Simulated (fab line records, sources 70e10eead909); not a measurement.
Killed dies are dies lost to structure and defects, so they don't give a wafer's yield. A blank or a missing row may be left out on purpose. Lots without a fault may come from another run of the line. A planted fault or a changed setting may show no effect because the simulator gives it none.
Tool commonality check | flow nand_harc | 12 lots, 36 wafers sampled

WHY IT WAS OPENED
At NHARC_A_ONON_D1_THK_MEAS_14 the reading thk_nm is flagged on 2 of 12 lots. Wafers without a fault read 999 nm, standard deviation 8.9.
Rule: a lot is flagged when every wafer of it that has a number lies more than 4 standard deviations from that mean, or none has a number. The other lots count as sound.

lot  | measured     | on            | thk_nm (nm), wafer by wafer | flag
L522 | day 8 06:37  | film_metro-01 | 995 995 994                 |
L525 | day 8 16:24  | film_metro-02 | 987 988 988                 |
L524 | day 8 16:32  | film_metro-01 | 1012 1012 1014              |
L526 | day 8 21:43  | film_metro-02 | 1009 1008 1009              |
L530 | day 9 16:49  | film_metro-01 | 1007 1006 1007              |
L529 | day 9 21:40  | film_metro-01 | 993 994 993                 |
L531 | day 10 09:53 | film_metro-01 | 993 993 993                 |
L534 | day 10 21:37 | film_metro-01 | 996 996 995                 |
L532 | day 10 21:58 | film_metro-02 | 1007 1005 1005              |
L537 | day 11 17:57 | film_metro-01 | 1000 997 1000               |
L540 | day 12 01:20 | film_metro-02 | 1570 1570 1568              | FLAGGED
L543 | day 12 18:59 | film_metro-01 | 1569 1570 1572              | FLAGGED
The numbers of the flagged lots are 1570 nm on average: +571 nm against the usual, or +64 standard deviations.

WHICH TOOL RAN EACH LOT
The record holds 3 process steps before the reading, out of a route of 1159 steps. In each cell: the tool, then ch and the chambers that the sampled wafers went through, then the start.
lot  | flag    | NHARC_P_BONDPAD_ETCH_12                       | NHARC_P_BONDPAD_ACTIVATE_29        | NHARC_A_ONON_D1_DEP_12
L522 |         | rie_diel-04 ch 1,3, day 7 04:06 or earlier    | rie_diel-04 ch 0,2, day 7 04:10    | pecvd_onon-04 ch 0, day 8 06:13
L525 |         | rie_diel-12 ch 0,2,3, day 7 11:28 or earlier  | rie_diel-04 ch 2,3, day 7 11:32    | pecvd_onon-02 ch 0, day 8 16:00
L524 |         | rie_diel-04 ch 1,2, day 7 15:56 or earlier    | rie_diel-04 ch 0,2,3, day 7 16:01  | pecvd_onon-04 ch 0, day 8 16:08
L526 |         | rie_diel-04 ch 1,2,3, day 7 17:48 or earlier  | rie_diel-04 ch 0,2,3, day 7 17:53  | pecvd_onon-04 ch 0, day 8 21:16
L530 |         | rie_diel-04 ch 1,2,3, day 8 14:23 or earlier  | rie_diel-04 ch 1,2,3, day 8 14:27  | pecvd_onon-02 ch 0, day 9 16:22
L529 |         | rie_diel-04 ch 0,2,3, day 8 19:32 or earlier  | rie_diel-10 ch 0,2, day 8 19:36    | pecvd_onon-03 ch 0, day 9 21:13
L531 |         | rie_diel-12 ch 0,3, day 9 04:56 or earlier    | rie_diel-04 ch 0,1,3, day 9 05:01  | pecvd_onon-03 ch 0, day 10 09:22
L534 |         | rie_diel-04 ch 0,2,3, day 9 18:11 or earlier  | rie_diel-04 ch 0,1,2, day 9 18:15  | pecvd_onon-03 ch 0, day 10 21:10
L532 |         | rie_diel-04 ch 0,3, day 9 18:25 or earlier    | rie_diel-04 ch 0,1, day 9 18:29    | pecvd_onon-03 ch 0, day 10 21:27
L537 |         | rie_diel-04 ch 0,1,3, day 10 16:28 or earlier | rie_diel-04 ch 0,1, day 10 16:32   | pecvd_onon-04 ch 0, day 11 17:26
L540 | FLAGGED | rie_diel-04 ch 0,3, day 10 23:02 or earlier   | rie_diel-12 ch 0,2, day 10 23:07   | pecvd_onon-04 ch 0, day 12 00:52
L543 | FLAGGED | rie_diel-04 ch 0,1,3, day 11 17:16 or earlier | rie_diel-04 ch 1,2,3, day 11 17:19 | pecvd_onon-04 ch 0, day 12 18:28
What these steps do:
- NHARC_P_BONDPAD_ETCH_12: etches the open film in CHF3/O2, target depth 200 nm, time 100 s.
- NHARC_P_BONDPAD_ACTIVATE_29: chemistry N2, time 60 s.
- NHARC_A_ONON_D1_DEP_12: target thk 1000 nm.
- NHARC_A_ONON_D1_THK_MEAS_14: measures by ellipsometry.

FLAGGED OVER TOTAL, TOOL BY TOOL (the gauges that took the reading come last)
step                        | tool          | lots run | flagged | share of the flagged lots | sound lots run after its first flagged lot
NHARC_P_BONDPAD_ETCH_12     | rie_diel-04   | 10       | 2       | all                       | 0
NHARC_P_BONDPAD_ETCH_12     | rie_diel-12   | 2        | 0       | none                      | -
NHARC_P_BONDPAD_ACTIVATE_29 | rie_diel-04   | 10       | 1       | some                      | 0
NHARC_P_BONDPAD_ACTIVATE_29 | rie_diel-10   | 1        | 0       | none                      | -
NHARC_P_BONDPAD_ACTIVATE_29 | rie_diel-12   | 1        | 1       | some                      | 0
NHARC_A_ONON_D1_DEP_12      | pecvd_onon-02 | 2        | 0       | none                      | -
NHARC_A_ONON_D1_DEP_12      | pecvd_onon-03 | 4        | 0       | none                      | -
NHARC_A_ONON_D1_DEP_12      | pecvd_onon-04 | 6        | 2       | all                       | 0
NHARC_A_ONON_D1_THK_MEAS_14 | film_metro-01 | 8        | 1       | some                      | 0
NHARC_A_ONON_D1_THK_MEAS_14 | film_metro-02 | 4        | 1       | some                      | 0
NHARC_P_BONDPAD_ETCH_12 gives no start for some lots, so the hours and the order of its lots are those of NHARC_P_BONDPAD_INSPECT_23.

WHAT THE TABLE ALLOWS
2 rows of the table ran every flagged lot: rie_diel-04 at NHARC_P_BONDPAD_ETCH_12, pecvd_onon-04 at NHARC_A_ONON_D1_DEP_12.
- rie_diel-04 at NHARC_P_BONDPAD_ETCH_12: 2 of its 10 lots flagged. Its last sound lot is L537 (day 10 16:28), its first flagged lot L540 (day 10 23:02): a fault that began between those two fits.
- pecvd_onon-04 at NHARC_A_ONON_D1_DEP_12: 2 of its 6 lots flagged. Its last sound lot is L537 (day 11 17:26), its first flagged lot L540 (day 12 00:52): a fault that began between those two fits.
Counting lots can't tell these 2 tools apart, because each fits a fault that began at some hour. More lots, or a look at what each step does to the wafer, might.

WHAT THE SIMULATOR HAD PUT IN
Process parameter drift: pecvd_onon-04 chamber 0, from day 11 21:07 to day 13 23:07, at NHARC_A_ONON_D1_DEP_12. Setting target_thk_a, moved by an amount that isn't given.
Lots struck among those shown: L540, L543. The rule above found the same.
